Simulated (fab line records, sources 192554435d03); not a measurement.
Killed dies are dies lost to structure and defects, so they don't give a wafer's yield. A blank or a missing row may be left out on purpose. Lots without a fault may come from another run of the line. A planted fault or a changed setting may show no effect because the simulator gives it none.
Chamber matching | flow n5_finfet | N5_BEOL_M9_CMP_52 on cmp-03: 4 sister chambers
The step polishes, stops on SiCOH lowk, t overpolish 7 s, target thk 140 nm. 4 wafers are shown with their chamber, then 9 later ones without.

WAFERS WITH THEIR CHAMBER
wafer  | chamber | motor_current_A (A)
L089.2 | 3       | 7.5
L089.4 | 1       | 5.1
L092.2 | 0       | 6.7
L092.5 | 2       | 5.4

WAFERS WITHOUT THEIR CHAMBER
wafer  | motor_current_A (A)
L093.2 | 8.3
L093.3 | 5.8
L093.5 | 5.0
L094.1 | 5.0
L094.4 | 6.2
L094.5 | 7.8
L097.1 | 6.0
L097.2 | 7.6
L097.3 | 6.1

WHICH CHAMBER EACH WENT THROUGH
wafer  | from the rows above               | in truth
L093.2 | can't be placed: 3 or 0           | 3
L093.3 | can't be placed: 2 or 1 or 0      | 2
L093.5 | can't be placed: 1 or 2           | 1
L094.1 | can't be placed: 1 or 2           | 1
L094.4 | can't be placed: 0 or 2 or 1 or 3 | 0
L094.5 | can't be placed: 3 or 0           | 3
L097.1 | can't be placed: 2 or 0 or 1 or 3 | 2
L097.2 | can't be placed: 3 or 0           | 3
L097.3 | can't be placed: 0 or 2 or 1 or 3 | 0
Placed correctly: 0 of 9. Can't be placed from these rows: 9 (the true chamber is among the candidates in 9). Placed wrongly: 0.
How it was worked out, from the rows above alone: a wafer's distance from a chamber is the root of the sum, over the readings, of the square of ((its reading less the chamber's mean) divided by the reading's scatter). The wafer belongs to the nearest chamber; if the next one is less than 2 further off, it can't be placed. A chamber's mean is the mean of its shown wafers. The scatter: with one shown wafer a chamber, the root of the mean of the squares of how far each hidden wafer lies from its nearest shown one.
